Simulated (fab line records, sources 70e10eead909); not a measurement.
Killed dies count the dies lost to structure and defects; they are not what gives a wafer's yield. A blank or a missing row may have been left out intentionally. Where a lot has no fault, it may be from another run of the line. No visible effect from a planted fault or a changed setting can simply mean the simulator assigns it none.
fab line records	flow nand-harc
[record] lots = 12	wafers = 36	last-day = 24
route steps=1159 shown A_CONTACT@959 A_BLC@979 END@1159
lots that met no fault: from a run of the same line without faults
start-h: the number of hours between the record's first day and the start of the first shown wafer of the lot	wait-h: hours since the lot's step before	" same as the row above	L1.1+2: several wafers, shown together as one row	- no value, or no start given	* or withheld: withheld	< > ~ a bound
route shown NAME@n: names a module that has steps shown in the file, with the first one's number in the route	usual: mean/standard deviation of fault-free wafers	same: alike in all rows	chamber/n: place in a boat	sites: the reading at each site	_std_site: the values' standard deviation	_edge_site: mean of outer sites minus mean of inner sites	radius-mm: for every site, how far away it sits from the centre of the wafer	mask NAME#n: copy n	behind: the tool/chamber that last shaped the wafer	hold: what put the lot on hold/how long, in hours/how the hold closed	device: the n, p or np transistor that did not switch	end of line: tests of these same wafers at the route's end	a step without rows: its recipe alone	killed: the dies lost at the first sort to structure and to defects; this is not the yield of the wafer	map: a wafer's dies, marking killed ones x, the rest . and places with no die _
set.NAME: the setting that was run; set.NAME@STEP: the one run at that earlier step	model.NAME: the simulator's own value behind a step, which no gauge read
the route's steps for a sample of lots (tables are steps, rows are wafers)
services: the hour from which a tool's chamber was out of use, counted from the record's first day as start-h (under 0 if before that day), plus the number of hours and why
[[steps]]
[step NHARC_A_CONTACT_CVD_19]
[recipe] target-thk-a = 3000	temp-c = 300	pressure-torr = 40	wf6-flow-sccm = 40	h2-flow-sccm = 1600	ar-flow-sccm = 1560	time-s = 802	material = W
[usual] chamber-pressure-Torr = 39.99/0.086	heater-power-w = 466/75	throttle-valve-pct = 7.9/0.37
lot.wafer	tool	chamber	start-h	wait-h	chamber-pressure-Torr	heater-power-w	throttle-valve-pct
L705.4	cvd-w-01	1	-	-	40.00	443	7.4
L705.5	"	1	"	"	39.98	444	7.5
L705.6	"	1	"	"	40.07	439	7.4
L710.1	cvd-w-01	0	-	-	40.11	577	8.1
L710.2	"	1	"	"	39.95	445	7.7
L710.6	"	0	"	"	40.08	584	8.2
L709.4	cvd-w-02	1	-	-	39.90	433	7.5
L709.6	"	0	"	"	39.96	382	8.4
L709.5	"	1	"	"	39.81	442	7.3
L711.3	cvd-w-01	0	-	-	39.97	591	8.4
L711.6	"	0	"	"	39.87	584	8.3
L711.5	"	1	"	"	40.02	456	7.5
L713.4	cvd-w-02	0	-	-	40.14	391	8.5
L713.6	"	0	"	"	40.08	389	8.2
L713.5	"	1	"	"	40.02	435	7.7
L714.4	cvd-w-02	1	-	-	40.04	447	7.4
L714.5	"	0	"	"	40.08	382	8.2
L714.6	"	1	"	"	39.97	443	7.6
L718.1	cvd-w-01	0	-	-	39.89	589	8.2
L718.5	"	1	"	"	39.99	442	7.6
L718.6	"	0	"	"	39.97	590	8.5
L719.1	cvd-w-02	0	-	-	39.91	386	8.4
L719.3	"	1	"	"	40.04	448	7.6
L719.6	"	0	"	"	40.03	398	8.3
L723.2	cvd-w-01	0	-	-	40.04	593	8.3
L723.1	"	1	"	"	39.99	446	7.2
L723.5	"	1	"	"	39.95	439	7.8
L724.1	cvd-w-01	0	-	-	39.92	598	8.3
L724.4	"	0	"	"	40.08	600	8.4
L724.3	"	1	"	"	39.95	434	7.7
L726.3	cvd-w-01	1	-	-	39.92	428	7.8
L726.4	"	0	"	"	40.00	605	8.3
L726.6	"	1	"	"	39.95	443	7.9
L728.1	cvd-w-01	1	-	-	39.87	432	7.8
L728.2	"	0	"	"	40.00	599	8.2
L728.4	"	1	"	"	39.91	450	7.4
[step NHARC_A_BLC_ETCH_17]
[recipe] target-depth-a = 3900	over-etch-frac = 0.25	time-s = 609.38	ion-energy-ev = 200	n2-flow-sccm = 150	h2-flow-sccm = 150	ar-flow-sccm = 0	rf-w = 400	bias-w = 150	chemistry = N2/H2
[usual] drypump-motor-current-A = 5.8/0.5	oes-product-au = 0.997/0.0094	rf-vpp-V = 430.5/2.4	showerhead-plenum-p-Torr = 2.04/0.086	throttle-valve-pct = 14.171/0.0086
lot.wafer	tool	chamber	start-h	wait-h	drypump-motor-current-A	oes-product-au	rf-hours-counter-h	rf-vpp-V	showerhead-plenum-p-Torr	throttle-valve-pct
L705.4	rie-diel-08	3	403.22	-	5.8	0.995	9	434.0	2.16	14.168
L705.6	"	3	"	"	5.8	0.992	-	433.1	2.16	14.186
L705.5	"	0	"	"	6.1	0.980	-	429.9	2.04	14.176
L710.2	rie-diel-04	2	429.45	-	5.4	0.994	14	431.5	2.09	14.174
L710.1	"	1	"	"	5.6	0.996	15	428.1	1.93	14.192
L710.6	"	2	"	"	5.4	0.997	-	430.6	2.09	14.172
L709.4	rie-diel-04	3	439.26	-	6.6	1.007	15	426.9	1.93	14.171
L709.5	"	0	"	"	6.0	1.008	-	427.3	1.95	14.174
L709.6	"	1	"	"	5.6	1.013	-	427.5	1.93	14.165
L711.3	rie-diel-04	2	454.50	-	5.4	1.001	17	432.9	2.09	14.158
L711.5	"	2	"	"	5.4	0.998	-	432.0	2.09	14.156
L711.6	"	3	"	"	6.6	1.011	-	428.3	1.93	14.153
L713.4	rie-diel-04	3	457.70	-	6.7	1.005	17	427.3	1.93	14.169
L713.5	"	3	"	"	6.7	0.996	-	427.6	1.93	14.176
L713.6	"	0	"	"	5.9	0.997	-	428.9	1.95	14.168
L714.4	rie-diel-08	2	464.47	0.3	5.0	0.997	-	431.3	2.13	14.164
L714.6	"	2	"	"	5.0	1.000	-	432.8	2.13	14.184
L714.5	"	0	"	"	6.1	0.982	-	430.7	2.03	14.187
L718.1	rie-diel-08	0	468.74	-	6.1	0.989	16	430.0	2.03	14.168
L718.6	"	0	"	"	6.1	0.981	-	430.9	2.03	14.171
L718.5	"	2	"	"	5.0	0.996	-	433.5	2.13	14.157
L719.1	rie-diel-04	2	496.87	-	5.4	0.997	2	431.8	2.09	14.178
L719.3	"	0	"	"	5.9	0.809	3	428.9	1.95	14.172
L719.6	"	3	"	"	6.6	1.000	-	427.9	1.93	14.172
L723.2	rie-diel-04	0	500.60	-	5.9	0.806	3	427.4	1.95	14.166
L723.1	"	2	"	"	5.4	1.017	3	432.1	2.09	14.181
L723.5	"	0	"	"	5.9	0.802	-	428.4	1.95	14.166
L724.4	rie-diel-08	3	506.58	-	5.8	0.984	3	434.6	2.15	14.178
L724.1	"	0	"	"	6.2	1.003	3	430.6	2.03	14.158
L724.3	"	2	"	"	5.0	1.000	3	432.4	2.13	14.175
L726.4	rie-diel-08	0	526.78	-	6.1	1.006	5	430.5	2.03	14.153
L726.3	"	2	"	"	5.0	1.003	4	433.2	2.13	14.173
L726.6	"	0	"	"	6.1	1.008	-	428.5	2.03	14.176
L728.4	rie-diel-08	2	529.24	-	5.0	1.006	5	432.3	2.13	14.163
L728.2	"	3	"	"	5.8	0.991	4	433.2	2.15	14.174
L728.1	"	1	"	"	6.3	1.002	5	430.2	2.04	14.193
[step NHARC_A_BLC_ETCH_18]
[recipe] target-depth-a = 9100	c4f8-flow-sccm = 20	o2-flow-sccm = 10	ar-flow-sccm = withheld	rf-w = 600	bias-w = 1500	chemistry = C4F8/O2/Ar
[usual] oes-product-au = 0.951/0.025	rf-vpp-V = 978/5.5
lot.wafer	tool	chamber	start-h	wait-h	oes-product-au	rf-hours-counter-h	rf-vpp-V
L705.4	rie-diel-08	1	-	-	0.976	9	977
L705.5	"	1	"	"	0.978	-	979
L705.6	"	2	"	"	0.951	-	984
L710.1	rie-diel-04	2	-	-	0.952	15	981
L710.2	"	0	"	"	0.970	15	974
L710.6	"	2	"	"	0.956	-	981
L709.4	rie-diel-04	0	-	-	0.936	16	973
L709.5	"	0	"	"	0.920	-	974
L709.6	"	1	"	"	0.923	-	972
L711.3	rie-diel-04	0	-	-	0.925	17	971
L711.6	"	3	"	"	0.915	-	971
L711.5	"	0	"	"	0.934	-	972
L713.4	rie-diel-04	0	-	-	0.978	18	973
L713.5	"	0	"	"	0.968	-	973
L713.6	"	1	"	"	0.967	-	971
L714.5	rie-diel-08	2	465.13	0.3	0.928	-	984
L714.4	"	3	"	"	0.937	-	986
L714.6	"	0	"	"	0.927	-	977
L718.1	rie-diel-08	2	-	-	0.935	17	984
L718.5	"	3	"	"	0.924	-	985
L718.6	"	0	"	"	0.907	-	979
L719.3	rie-diel-04	3	-	-	0.994	3	971
L719.1	"	0	"	"	0.955	3	972
L719.6	"	0	"	"	0.952	-	971
L723.2	rie-diel-04	3	-	-	0.949	4	971
L723.1	"	1	"	"	0.944	3	972
L723.5	"	3	"	"	0.940	-	972
L724.3	rie-diel-08	2	-	-	0.982	3	984
L724.1	"	3	"	"	0.975	3	984
L724.4	"	1	"	"	0.973	3	976
L726.4	rie-diel-08	3	-	-	0.964	4	985
L726.3	"	0	"	"	0.973	5	978
L726.6	"	3	"	"	0.962	-	984
L728.2	rie-diel-08	0	-	-	0.975	5	979
L728.4	"	1	"	"	0.964	5	978
L728.1	"	3	"	"	0.975	5	986
[step NHARC_A_BLC_STRIP_29]
[recipe] cf4-flow-sccm = 150	ar-flow-sccm = 0	bias-w = 0	chemistry = CF4
[usual] drypump-motor-current-A = 5.8/0.5	oes-product-au = 0.997/0.011	rf-vpp-V = 59.4/0.89	showerhead-plenum-p-Torr = 1.77/0.071	throttle-valve-pct = 13.284/0.0081
lot.wafer	tool	chamber	start-h	wait-h	drypump-motor-current-A	oes-product-au	rf-hours-counter-h	rf-vpp-V	showerhead-plenum-p-Torr	throttle-valve-pct
L705.4	rie-diel-04	1	404.10	0.1	5.6	0.992	12	58.5	1.68	13.283
L705.6	"	0	"	"	5.9	1.011	-	58.7	1.70	13.280
L705.5	"	1	"	"	5.5	0.996	-	58.5	1.68	13.296
L710.2	rie-diel-08	2	430.49	0.1	5.0	0.997	11	58.4	1.84	13.292
L710.1	"	0	"	"	6.1	0.973	12	59.5	1.77	13.294
L710.6	"	1	"	"	6.3	0.988	-	58.9	1.77	13.284
L709.4	rie-diel-04	1	440.00	0.1	5.6	0.996	16	59.3	1.68	13.276
L709.5	"	1	"	"	5.6	0.997	-	60.5	1.68	13.280
L709.6	"	2	"	"	5.4	0.993	-	59.5	1.81	13.286
L711.3	rie-diel-08	0	455.39	0.1	6.1	0.984	14	58.9	1.77	13.278
L711.5	"	2	"	"	5.0	0.993	-	59.3	1.84	13.275
L711.6	"	3	"	"	5.8	0.996	-	60.2	1.86	13.270
L713.4	rie-diel-04	3	458.59	0.1	6.6	0.995	18	60.7	1.69	13.280
L713.5	"	2	"	"	5.4	1.001	-	61.0	1.80	13.285
L713.6	"	3	"	"	6.7	1.002	-	59.9	1.69	13.299
L714.6	rie-diel-04	1	465.55	0.1	5.6	0.990	-	59.3	1.68	13.283
L714.5	"	3	"	"	6.6	0.985	-	58.6	1.68	13.282
L714.4	"	0	"	"	5.9	1.008	-	59.0	1.70	13.282
L718.1	rie-diel-08	0	469.70	0.1	6.1	0.982	17	57.8	1.76	13.278
L718.5	"	0	"	"	6.1	0.990	-	57.6	1.76	13.293
L718.6	"	3	"	"	5.8	1.003	-	58.8	1.86	13.283
L719.3	rie-diel-04	1	497.74	0.1	5.6	0.999	3	59.9	1.68	13.305
L719.1	"	0	"	"	5.9	0.981	3	57.5	1.70	13.276
L719.6	"	1	"	"	5.6	1.010	-	59.1	1.68	13.280
L723.2	rie-diel-04	0	501.43	0.1	5.9	0.991	4	58.8	1.70	13.276
L723.1	"	2	"	"	5.4	1.004	3	59.6	1.80	13.297
L723.5	"	0	"	"	5.9	0.983	-	60.0	1.70	13.299
L724.4	rie-diel-08	1	507.44	0.1	6.3	1.009	3	58.0	1.77	13.288
L724.3	"	2	"	"	5.0	1.006	3	59.1	1.84	13.285
L724.1	"	3	"	"	5.8	0.976	3	61.0	1.86	13.284
L726.3	rie-diel-04	0	527.64	0.1	5.9	0.984	6	60.0	1.69	13.283
L726.4	"	1	"	"	5.5	1.003	6	58.6	1.68	13.285
L726.6	"	0	"	"	5.9	1.003	-	59.3	1.70	13.289
L728.4	rie-diel-04	2	530.11	0.1	5.4	1.015	7	59.5	1.80	13.286
L728.1	"	3	"	"	6.7	1.005	7	58.1	1.68	13.288
L728.2	"	0	"	"	5.9	0.981	7	58.0	1.70	13.288
[step NHARC_END_SORT_01]
[recipe] temp-c = 25
[usual] killed-at-array = 28/10	killed-at-other = 0.5/0.82	killed-at-periphery = 3.4/2.2	killed-dies = 31/10	killed-open = 3.4/1.9	killed-short = 1.9/1.3
[same] gross-dies = 677
lot.wafer	tool	chamber	start-h	wait-h	hold	killed-at-array	killed-at-other	killed-at-periphery	killed-dies	killed-open	killed-short
L705.4	prober-01	0	459.55	3.4	-	18	0	2	20	3	2
L705.5	prober-01	0	460.35	3.7	-	21	0	5	26	1	2
L705.6	prober-01	0	461.14	4.0	-	18	3	3	24	2	3
L710.1	prober-01	0	480.55	2.5	-	23	0	4	27	3	2
L710.2	prober-01	0	481.33	2.8	-	27	0	5	32	5	1
L710.6	prober-01	0	484.43	3.9	-	30	0	5	35	4	2
L709.4	prober-01	0	490.56	3.4	-	34	2	3	39	4	4
L709.5	prober-01	0	491.36	3.7	-	27	1	7	35	4	4
L709.6	prober-01	0	492.16	4.0	-	19	1	6	26	3	0
L711.3	prober-02	0	501.09	3.1	-	18	0	4	22	4	2
L711.5	prober-02	0	502.68	3.7	-	18	0	0	18	5	1
L711.6	prober-02	0	503.48	4.0	-	11	0	2	13	3	3
L713.4	prober-01	0	501.82	3.4	-	22	0	3	25	1	2
L713.5	prober-01	0	502.62	3.7	-	17	2	3	22	2	3
L713.6	prober-01	0	503.42	4.0	-	27	1	0	28	2	2
L718.1	prober-01	0	515.40	2.5	-	17	0	4	21	3	1
L718.5	prober-01	0	518.63	3.7	-	31	0	5	36	0	2
L718.6	prober-01	0	519.44	4.0	-	24	1	4	29	4	2
L714.4	prober-02	0	517.85	3.4	-	25	0	8	33	1	1
L714.5	prober-02	0	518.65	3.7	-	20	0	6	26	4	1
L714.6	prober-02	0	519.46	4.0	-	32	1	6	39	6	0
L723.1	prober-01	0	545.57	2.5	await-dispo/3.8h/release	48	0	4	52	3	2
L723.2	prober-01	0	546.38	2.8	await-dispo/3.8h/release	675	0	2	677	2	1
L723.5	prober-01	0	548.79	3.7	await-dispo/3.8h/release	676	0	1	677	1	4
L719.1	prober-01	0	553.40	2.5	await-dispo/1.6h/release	35	3	1	39	3	1
L719.3	prober-01	0	555.03	3.1	await-dispo/1.6h/release	674	1	2	677	6	0
L719.6	prober-01	0	557.47	4.1	await-dispo/1.6h/release	39	3	1	43	1	2
L724.1	prober-01	0	561.30	2.5	-	16	0	2	18	2	3
L724.3	prober-01	0	562.90	3.1	-	13	0	1	14	1	4
L724.4	prober-01	0	563.70	3.4	-	14	0	2	16	1	1
L726.3	prober-02	0	574.74	3.1	-	50	1	2	53	3	2
L726.4	prober-02	0	575.55	3.4	-	33	3	3	39	2	3
L726.6	prober-02	0	577.16	4.0	-	57	2	2	61	5	1
L728.1	prober-01	0	576.97	2.5	-	28	2	5	35	6	3
L728.2	prober-01	0	577.78	2.8	-	46	0	1	47	2	3
L728.4	prober-01	0	579.38	3.4	-	39	2	3	44	5	1
// killed by level:class
L705.4 A_SLIT:chamber-film-flake=8 A_CONTACT:chamber-film-flake=2 A_ONON_D1:geometric-particle:open=1 A_CHANNEL_HOLE_D1:geometric-particle:short=1 A_CHANNEL_FILL_D1:geometric-particle:open=1 A_SGD_CUT:geometric-particle:open=1 A_CONTACT:geometric-particle:short=1 P_M1:chamber-film-flake=1
L705.5 A_SLIT:chamber-film-flake=7 A_STAIRCASE:chamber-film-flake=6 P_GATE:chamber-film-flake=3 A_CONTACT:chamber-film-flake=3 A_ZERO_WELL:chamber-film-flake=2 P_M1:geometric-particle:open=1 A_ONON_D1:geometric-particle:short=1 A_CONTACT:geometric-particle:short=1
L705.6 A_SLIT:chamber-film-flake=7 THIN_TSV:chamber-film-flake=3 P_BONDPAD:chamber-film-flake=2 A_CHANNEL_HOLE_D1:chamber-film-flake=2 A_STAIRCASE:chamber-film-flake=2 A_CONTACT:chamber-film-flake=2 P_STI:geometric-particle:short=1 A_CHANNEL_FILL_D1:geometric-particle:short=1
L710.1 A_CONTACT:chamber-film-flake=7 A_SLIT:chamber-film-flake=6 P_M1:chamber-film-flake=2 A_CHANNEL_HOLE_D1:chamber-film-flake=2 A_STAIRCASE:chamber-film-flake=2 A_M1:chamber-film-flake=2 P_CONTACT:geometric-particle:open=1 A_CHANNEL_FILL_D1:geometric-particle:open=1
L710.2 A_SLIT:chamber-film-flake=11 A_CONTACT:chamber-film-flake=7 P_M1:chamber-film-flake=4 A_CONTACT:geometric-particle:open=3 P_CONTACT:geometric-particle:open=1 A_BLC:geometric-particle:open=1 A_BLC:geometric-particle:short=1 A_ZERO_WELL:chamber-film-flake=1
L710.6 A_SLIT:chamber-film-flake=16 A_CONTACT:chamber-film-flake=5 A_CHANNEL_HOLE_D1:chamber-film-flake=3 P_M0:geometric-particle:open=2 P_M1:chamber-film-flake=2 A_CHANNEL_HOLE_D1:geometric-particle:open=1 A_SGD_CUT:geometric-particle:short=1 A_WL_FILL:geometric-particle:short=1
L709.4 A_SLIT:chamber-film-flake=8 A_CONTACT:chamber-film-flake=7 A_CHANNEL_HOLE_D1:chamber-film-flake=6 A_CHANNEL_FILL_D1:chamber-film-flake=4 A_WL_FILL:geometric-particle:short=2 P_ZERO_WELL:chamber-film-flake=2 A_STAIRCASE:chamber-film-flake=2 P_M0:geometric-particle:open=1
L709.5 A_CONTACT:chamber-film-flake=10 A_SLIT:chamber-film-flake=7 P_ZERO_WELL:chamber-film-flake=5 A_STAIRCASE:chamber-film-flake=2 P_M1:geometric-particle:short=1 A_CHANNEL_HOLE_D1:geometric-particle:open=1 A_CHANNEL_HOLE_D1:geometric-particle:short=1 A_CHANNEL_FILL_D1:geometric-particle:open=1
L709.6 A_SLIT:chamber-film-flake=10 P_ZERO_WELL:chamber-film-flake=4 A_CONTACT:chamber-film-flake=3 A_STAIRCASE:chamber-film-flake=2 P_CONTACT:geometric-particle:open=1 A_CHANNEL_FILL_D1:geometric-particle:open=1 A_M1:geometric-particle:open=1 P_BONDPAD:chamber-film-flake=1
L711.3 A_CONTACT:chamber-film-flake=4 A_M1:chamber-film-flake=4 A_CHANNEL_HOLE_D1:chamber-film-flake=3 A_M0:geometric-particle:open=2 P_STI:chamber-film-flake=2 A_STAIRCASE:chamber-film-flake=2 P_M0:geometric-particle:open=1 A_ONON_D1:geometric-particle:short=1
L713.4 A_SLIT:chamber-film-flake=7 A_STAIRCASE:chamber-film-flake=6 A_CHANNEL_HOLE_D1:chamber-film-flake=3 A_CONTACT:chamber-film-flake=3 P_STI:geometric-particle:short=1 P_M0:geometric-particle:open=1 A_M0:geometric-particle:short=1 P_ZERO_WELL:chamber-film-flake=1
L713.5 A_SLIT:chamber-film-flake=5 A_CHANNEL_HOLE_D1:chamber-film-flake=3 A_M1:chamber-film-flake=3 P_M0:geometric-particle:open=1 A_WL_FILL:geometric-particle:short=1 A_CONTACT:geometric-particle:open=1 A_M0:geometric-particle:short=1 P_ZERO_WELL:chamber-film-flake=1
L711.5 A_STAIRCASE:chamber-film-flake=5 A_CONTACT:chamber-film-flake=3 A_BLC:geometric-particle:open=2 A_M1:geometric-particle:open=2 A_CHANNEL_HOLE_D1:chamber-film-flake=2 A_M1:chamber-film-flake=2 A_CHANNEL_FILL_D1:geometric-particle:open=1 A_SGD_CUT:geometric-particle:short=1
L713.6 A_SLIT:chamber-film-flake=15 A_CHANNEL_HOLE_D1:chamber-film-flake=3 A_STAIRCASE:chamber-film-flake=2 A_WL_FILL:chamber-film-flake=2 A_CHANNEL_FILL_D1:geometric-particle:open=1 A_CHANNEL_FILL_D1:geometric-particle:short=1 A_M0:geometric-particle:open=1 STARTING-WAFER:geometric-particle:short=1
L711.6 A_STAIRCASE:chamber-film-flake=3 A_CONTACT:chamber-film-flake=2 P_M1:geometric-particle:open=1 A_SOURCE_PLATE:geometric-particle:open=1 A_CHANNEL_FILL_D1:geometric-particle:short=1 A_WL_FILL:geometric-particle:short=1 A_WL_FILL:geometric-particle:open=1 A_CONTACT:geometric-particle:short=1
L718.1 A_SLIT:chamber-film-flake=8 A_CONTACT:chamber-film-flake=3 A_CHANNEL_HOLE_D1:chamber-film-flake=2 A_STAIRCASE:chamber-film-flake=2 P_M0:geometric-particle:open=1 P_M2:geometric-particle:short=1 A_ONON_D1:geometric-particle:open=1 A_CHANNEL_HOLE_D1:geometric-particle:open=1
L714.4 A_SLIT:chamber-film-flake=12 P_M0:chamber-film-flake=5 A_CHANNEL_HOLE_D1:chamber-film-flake=4 P_BONDPAD:chamber-film-flake=2 A_CONTACT:chamber-film-flake=2 A_WL_FILL:geometric-particle:short=1 A_BLC:geometric-particle:open=1 P_ZERO_WELL:chamber-film-flake=1
L718.5 A_SLIT:chamber-film-flake=18 P_CONTACT:chamber-film-flake=4 A_CHANNEL_HOLE_D1:chamber-film-flake=4 A_STAIRCASE:chamber-film-flake=4 A_CONTACT:chamber-film-flake=3 A_CHANNEL_FILL_D1:geometric-particle:short=1 A_SGD_CUT:geometric-particle:short=1 P_STI:chamber-film-flake=1
L714.5 A_SLIT:chamber-film-flake=9 A_WL_FILL:chamber-film-flake=3 P_M0:chamber-film-flake=2 A_STAIRCASE:chamber-film-flake=2 A_CONTACT:chamber-film-flake=2 P_M0:geometric-particle:open=1 P_M2:geometric-particle:open=1 A_CHANNEL_HOLE_D1:geometric-particle:short=1
L718.6 A_STAIRCASE:chamber-film-flake=6 A_SLIT:chamber-film-flake=6 A_CHANNEL_HOLE_D1:chamber-film-flake=5 P_CONTACT:chamber-film-flake=3 A_M0:geometric-particle:open=2 A_CONTACT:chamber-film-flake=2 A_ONON_D1:geometric-particle:open=1 A_SGD_CUT:geometric-particle:short=1
L714.6 A_SLIT:chamber-film-flake=12 A_CHANNEL_FILL_D1:chamber-film-flake=4 A_STAIRCASE:chamber-film-flake=3 A_CONTACT:chamber-film-flake=3 P_ZERO_WELL:chamber-film-flake=2 P_BONDPAD:chamber-film-flake=2 A_ZERO_WELL:chamber-film-flake=2 A_CHANNEL_HOLE_D1:chamber-film-flake=2
L723.1 A_CHANNEL_HOLE_D1:chamber-film-flake=24 A_SLIT:chamber-film-flake=12 A_STAIRCASE:chamber-film-flake=5 A_CONTACT:chamber-film-flake=3 P_M0:geometric-particle:open=1 P_M2:geometric-particle:open=1 A_WL_FILL:geometric-particle:short=1 A_M1:geometric-particle:short=1
L723.2 A_BLC:area-etch=631 A_SLIT:chamber-film-flake=18 A_CHANNEL_HOLE_D1:chamber-film-flake=16 A_STAIRCASE:chamber-film-flake=4 A_CONTACT:chamber-film-flake=2 A_ONON_D1:geometric-particle:open=1 A_ONON_D1:geometric-particle:short=1 A_CONTACT:geometric-particle:open=1
L723.5 A_BLC:area-etch=628 A_CHANNEL_HOLE_D1:chamber-film-flake=24 A_SLIT:chamber-film-flake=11 A_STAIRCASE:chamber-film-flake=5 A_CONTACT:geometric-particle:short=2 A_ONON_D1:geometric-particle:short=1 A_M0:geometric-particle:short=1 A_M0:geometric-particle:open=1
L719.1 A_CHANNEL_HOLE_D1:chamber-film-flake=16 A_SLIT:chamber-film-flake=7 A_STAIRCASE:chamber-film-flake=6 THIN_TSV:chamber-film-flake=3 A_SOURCE_PLATE:geometric-particle:open=2 A_WL_FILL:geometric-particle:short=1 A_M0:geometric-particle:open=1 P_GATE:chamber-film-flake=1
L719.3 A_BLC:area-etch=633 A_CHANNEL_HOLE_D1:chamber-film-flake=19 A_SLIT:chamber-film-flake=9 A_CONTACT:chamber-film-flake=4 A_STAIRCASE:chamber-film-flake=3 A_CONTACT:geometric-particle:open=2 A_CHANNEL_HOLE_D1:geometric-particle:open=1 A_SGD_CUT:geometric-particle:open=1
L719.6 A_SLIT:chamber-film-flake=15 A_CHANNEL_HOLE_D1:chamber-film-flake=10 A_STAIRCASE:chamber-film-flake=7 A_CONTACT:chamber-film-flake=4 THIN_TSV:chamber-film-flake=3 A_ONON_D1:geometric-particle:open=1 A_SGD_CUT:geometric-particle:short=1 A_CONTACT:geometric-particle:short=1
L724.1 A_CHANNEL_HOLE_D1:chamber-film-flake=4 A_CONTACT:chamber-film-flake=4 A_CHANNEL_FILL_D1:geometric-particle:short=2 A_STAIRCASE:chamber-film-flake=2 A_WL_FILL:chamber-film-flake=2 P_GATE:geometric-particle:open=1 A_BLC:geometric-particle:open=1 A_M0:geometric-particle:short=1
L724.3 A_CHANNEL_HOLE_D1:chamber-film-flake=4 A_CONTACT:chamber-film-flake=3 A_SOURCE_PLATE:geometric-particle:short=2 A_WL_FILL:geometric-particle:short=2 A_CHANNEL_FILL_D1:geometric-particle:open=1 P_GATE:chamber-film-flake=1 A_WL_FILL:chamber-film-flake=1
L724.4 A_CHANNEL_HOLE_D1:chamber-film-flake=9 A_CONTACT:chamber-film-flake=3 A_SOURCE_PLATE:geometric-particle:short=1 A_CHANNEL_HOLE_D1:geometric-particle:open=1 P_GATE:chamber-film-flake=1 P_M2:chamber-film-flake=1
L726.3 A_CHANNEL_HOLE_D1:chamber-film-flake=23 A_SLIT:chamber-film-flake=20 A_CONTACT:chamber-film-flake=3 P_CONTACT:geometric-particle:open=1 P_M2:geometric-particle:short=1 A_ONON_D1:geometric-particle:open=1 A_M0:geometric-particle:open=1 A_M1:geometric-particle:short=1
L726.4 A_CHANNEL_HOLE_D1:chamber-film-flake=16 A_SLIT:chamber-film-flake=8 A_CONTACT:chamber-film-flake=4 THIN_TSV:chamber-film-flake=3 A_STAIRCASE:chamber-film-flake=2 P_GATE:geometric-particle:open=1 P_CONTACT:geometric-particle:open=1 P_CONTACT:geometric-particle:short=1
L728.1 A_SLIT:chamber-film-flake=11 A_CONTACT:chamber-film-flake=8 A_CONTACT:geometric-particle:open=3 P_GATE:chamber-film-flake=3 A_ONON_D1:geometric-particle:short=2 THIN_TSV:chamber-film-flake=2 P_GATE:geometric-particle:open=1 P_CONTACT:geometric-particle:open=1
L726.6 A_CHANNEL_HOLE_D1:chamber-film-flake=24 A_SLIT:chamber-film-flake=22 A_CONTACT:chamber-film-flake=4 A_WL_FILL:geometric-particle:open=2 THIN_TSV:chamber-film-flake=2 P_GATE:geometric-particle:open=1 P_CONTACT:geometric-particle:open=1 A_CHANNEL_FILL_D1:geometric-particle:open=1
L728.2 A_SLIT:chamber-film-flake=26 A_CHANNEL_HOLE_D1:chamber-film-flake=7 A_CONTACT:chamber-film-flake=5 A_CHANNEL_FILL_D1:geometric-particle:short=2 A_STAIRCASE:chamber-film-flake=2 A_ONON_D1:geometric-particle:open=1 A_CHANNEL_FILL_D1:geometric-particle:open=1 A_M1:geometric-particle:short=1
L728.4 A_SLIT:chamber-film-flake=20 A_CHANNEL_HOLE_D1:chamber-film-flake=10 A_CONTACT:chamber-film-flake=6 P_GATE:geometric-particle:open=1 P_CONTACT:geometric-particle:open=1 A_CHANNEL_HOLE_D1:geometric-particle:open=1 A_SGD_CUT:geometric-particle:open=1 A_SLIT:geometric-particle:short=1
[[services]]
tool	chamber	start-h	hours	kind
rie-diel-08	1	385.48	2.0	repair
cvd-w-02	-	387.15	13.0	pm
rie-diel-04	-	388.29	0.5	repair
rie-diel-04	0	396.05	-	clean
rie-diel-04	1	396.05	-	clean
rie-diel-04	2	396.05	-	clean
rie-diel-04	3	396.05	-	clean
cvd-w-01	0	398.64	3.3	repair
rie-diel-04	0	420.55	-	clean
rie-diel-04	1	420.55	-	clean
rie-diel-04	2	420.55	-	clean
rie-diel-04	3	420.55	-	clean
rie-diel-04	1	423.46	4.2	repair
rie-diel-04	3	428.64	5.6	repair
rie-diel-04	0	445.05	-	clean
rie-diel-04	1	445.05	-	clean
rie-diel-04	2	445.05	-	clean
rie-diel-04	3	445.05	-	clean
rie-diel-08	3	458.38	6.1	repair
rie-diel-04	2	461.82	12.0	repair
rie-diel-08	1	462.88	10.4	repair
rie-diel-04	-	465.93	9.0	pm
cvd-w-01	-	478.24	13.0	pm
rie-diel-08	-	479.85	9.0	pm
[[key]]
[first-sign] step = NHARC_A_BLC_ETCH_17	reading = oes-product-au	direction = down	sigmas = 20	usual = 0.997	struck = 0.806
[effect] step = NHARC_END_SORT_01	reading = killed-at-array	direction = up	sigmas = 63	usual = 28	struck = 675
[more-kills-born-at] NHARC_A_BLC_ETCH_17@rie-diel-04 = 1892
met-at NHARC_A_BLC_ETCH_17
struck-lots L719,L723
struck-wafers L719.3,L723.2,L723.5
later-rows-left-out L719.3,L723.2,L723.5
tester-left-out L719,L723
not-acting-at NHARC_A_CONTACT_CVD_19,NHARC_A_BLC_ETCH_18,NHARC_A_BLC_STRIP_29
onset-between 457.70 496.87
[fault] kind = process-parameter-drift	tool = rie-diel-04	chamber = 0	onset-h = 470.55	steps = NHARC_A_BLC_ETCH_17	channel = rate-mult	offset = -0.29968	shape = step	end-h = 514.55
// tester-left-out: of these lots the tester's yield and bins aren't shown, on N5 and GAA mostly nor the transistor test; their killed dies are dies lost to structure and defects alone, not to doping, threshold or leakage, so they don't give the yield
// later-rows-left-out: the simulator's readings of these wafers behind a module that went badly wrong aren't trusted and aren't shown, but for the sort
